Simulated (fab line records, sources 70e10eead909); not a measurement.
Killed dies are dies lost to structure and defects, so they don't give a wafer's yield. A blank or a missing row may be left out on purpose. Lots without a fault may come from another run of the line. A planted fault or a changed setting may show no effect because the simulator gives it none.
One fault seen from 2 desks | flow nand_harc | each desk has only its own numbers; what lay behind them comes last

THE METROLOGY DESK
What the gauges read, lot by lot, whatever tool the lot ran on: means of the sampled wafers that have a number. A lot is out of limits, marked OUT, if its mean lies more than 4 standard deviations from the usual mean; the brackets give that distance.
Columns: A = cd_nm at NHARC_A_SGD_CUT_CD_MEAS_09, usual 100.0 nm
lot  | first seen here | A
L451 | day 19 15:28    | 100.3
L453 | day 20 00:08    | 99.6
L455 | day 21 17:41    | 99.9
L456 | day 21 21:53    | 100.8
L463 | day 23 10:28    | 106.7 (+14) OUT
L461 | day 23 11:38    | 105.5 (+12) OUT
L464 | day 24 01:10    | 104.5 (+9.6) OUT
L466 | day 25 15:04    | 100.0
L465 | day 25 17:57    | 102.8 (+6.0) OUT
L468 | day 27 03:08    | 99.8
L473 | day 28 19:08    | 100.2
This desk's finding: out of limits on L461, L463, L464, L465; first on L463, day 23 10:28 (cd_nm at NHARC_A_SGD_CUT_CD_MEAS_09). In limits: L451, L453, L455, L456, L466, L468, L473.

THE TOOL OWNER'S DESK: arfi_scanner-03
The tool's own readings at NHARC_A_SGD_CUT_EXPOSE_06 (exposes mask SGD): means of the sampled wafers that have a number, for each lot that ran on this tool. A lot is out of limits, marked OUT, if its mean lies more than 4 standard deviations from the usual mean; the brackets give that distance.
Columns: A = exposure_dose_mJ_cm2 at NHARC_A_SGD_CUT_EXPOSE_06, usual 85.57
lot  | first seen here | A
L453 | day 20 00:00    | 85.56
L455 | day 21 17:33    | 85.47
L463 | day 23 10:19    | 94.46 (+99 or more) OUT
L461 | day 23 11:30    | 92.74 (+86) OUT
L464 | day 24 01:02    | 91.32 (+69) OUT
L465 | day 25 17:49    | 89.22 (+44) OUT
This desk's finding: out of limits on L461, L463, L464, L465; first on L463, day 23 10:19 (exposure_dose_mJ_cm2 at NHARC_A_SGD_CUT_EXPOSE_06). In limits: L453, L455.

PUT TOGETHER
The tool owner's desk could have raised an alarm at day 23 10:19, on L461, L463, L464, L465.
The metrology desk could have raised an alarm at day 23 10:28, on L461, L463, L464, L465.
Of the lots named, all ran NHARC_A_SGD_CUT_EXPOSE_06 on arfi_scanner-03.

WHAT THE SIMULATOR HAD PUT IN
Process parameter drift: arfi_scanner-03, from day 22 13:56 on, at NHARC_A_SGD_CUT_EXPOSE_06. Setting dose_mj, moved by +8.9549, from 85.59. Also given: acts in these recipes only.
Lots struck among those shown: L461, L463, L464, L465.
Hours from the fault's start to each desk's first reading out of limits: the tool owner's desk, 20; the metrology desk, 21.
